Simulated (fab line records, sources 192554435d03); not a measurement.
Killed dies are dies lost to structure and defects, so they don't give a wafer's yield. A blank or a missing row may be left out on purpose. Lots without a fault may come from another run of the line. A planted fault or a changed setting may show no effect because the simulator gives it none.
Chamber matching | flow n5_finfet | N5_BEOL_M0_SAQP_ETCH_102 on rie_si-02: 4 sister chambers
The step etches SiO2 in CF4, target depth 4 nm, time 4.4 s. 24 wafers are shown with their chamber, then 12 later ones without.

WAFERS WITH THEIR CHAMBER
wafer  | chamber | drypump_motor_current_A (A) | throttle_valve_pct (%) | oes_product_au (a.u.)
L074.3 | 3       | 5.9                         | 22.20                  | 1.02
L074.4 | 1       | 6.0                         | 22.08                  | 0.94
L074.6 | 0       | 5.9                         | 22.04                  | 1.00
L076.2 | 0       | 5.9                         | 22.04                  | 1.01
L076.3 | 3       | 5.9                         | 22.19                  | 1.02
L076.4 | 2       | 5.5                         | 21.96                  | 0.95
L078.1 | 3       | 5.9                         | 22.20                  | 1.01
L078.4 | 1       | 6.0                         | 22.11                  | 0.95
L078.5 | 2       | 5.5                         | 21.96                  | 0.96
L081.2 | 0       | 5.9                         | 22.05                  | 1.01
L081.3 | 3       | 5.8                         | 22.20                  | 1.01
L081.5 | 3       | 5.9                         | 22.18                  | 1.00
L082.3 | 2       | 5.5                         | 21.95                  | 0.97
L082.4 | 3       | 5.9                         | 22.19                  | 1.01
L082.6 | 0       | 5.9                         | 22.04                  | 1.00
L083.4 | 2       | 5.5                         | 21.96                  | 0.96
L083.5 | 0       | 5.9                         | 22.04                  | 1.00
L083.6 | 1       | 6.0                         | 22.11                  | 0.94
L085.1 | 0       | 5.9                         | 22.04                  | 1.00
L085.2 | 1       | 6.0                         | 22.11                  | 0.94
L085.6 | 0       | 5.9                         | 22.04                  | 1.00
L086.2 | 0       | 5.9                         | 22.03                  | 1.00
L086.5 | 3       | 5.9                         | 22.18                  | 1.01
L086.6 | 2       | 5.5                         | 21.96                  | 0.94

SIGNATURES (means of the wafers above)
reading                 | chamber 0 | chamber 1 | chamber 2 | chamber 3 | scatter within a chamber
drypump_motor_current_A | 5.900     | 6.000     | 5.500     | 5.886     | 0.0207
throttle_valve_pct      | 22.0400   | 22.1025   | 21.9580   | 22.1914   | 0.00849
oes_product_au          | 1.0025    | 0.9425    | 0.9560    | 1.0114    | 0.00718
Rule: a wafer's distance from a chamber is the root of the sum, over the readings, of the square of ((its reading less the chamber's mean) divided by the reading's scatter). The wafer belongs to the nearest chamber; if the next one is less than 2 further off, it can't be placed. The scatter: the root of (the sum of the squares of (reading less its chamber's mean) over the shown wafers, divided by (wafers less chambers)).

WAFERS WITHOUT THEIR CHAMBER
wafer  | drypump_motor_current_A (A) | throttle_valve_pct (%) | oes_product_au (a.u.)
L090.1 | 5.5                         | 21.96                  | 0.96
L090.3 | 6.0                         | 22.10                  | 0.94
L090.5 | 5.5                         | 21.96                  | 0.97
L091.1 | 5.8                         | 22.21                  | 1.02
L091.2 | 6.0                         | 22.10                  | 0.94
L091.4 | 5.9                         | 22.04                  | 1.02
L094.2 | 5.8                         | 22.19                  | 1.03
L094.3 | 6.0                         | 22.13                  | 0.95
L094.5 | 5.9                         | 22.19                  | 1.02
L097.2 | 5.5                         | 21.97                  | 0.97
L097.4 | 5.8                         | 22.20                  | 1.02
L097.5 | 5.9                         | 22.04                  | 1.02

WHICH CHAMBER EACH WENT THROUGH
wafer  | from the rows above | in truth
L090.1 | 2                   | 2
L090.3 | 1                   | 1
L090.5 | 2                   | 2
L091.1 | 3                   | 3
L091.2 | 1                   | 1
L091.4 | 0                   | 0
L094.2 | 3                   | 3
L094.3 | 1                   | 1
L094.5 | 3                   | 3
L097.2 | 2                   | 2
L097.4 | 3                   | 3
L097.5 | 0                   | 0
Placed correctly: 12 of 12. Can't be placed from these rows: 0. Placed wrongly: 0.
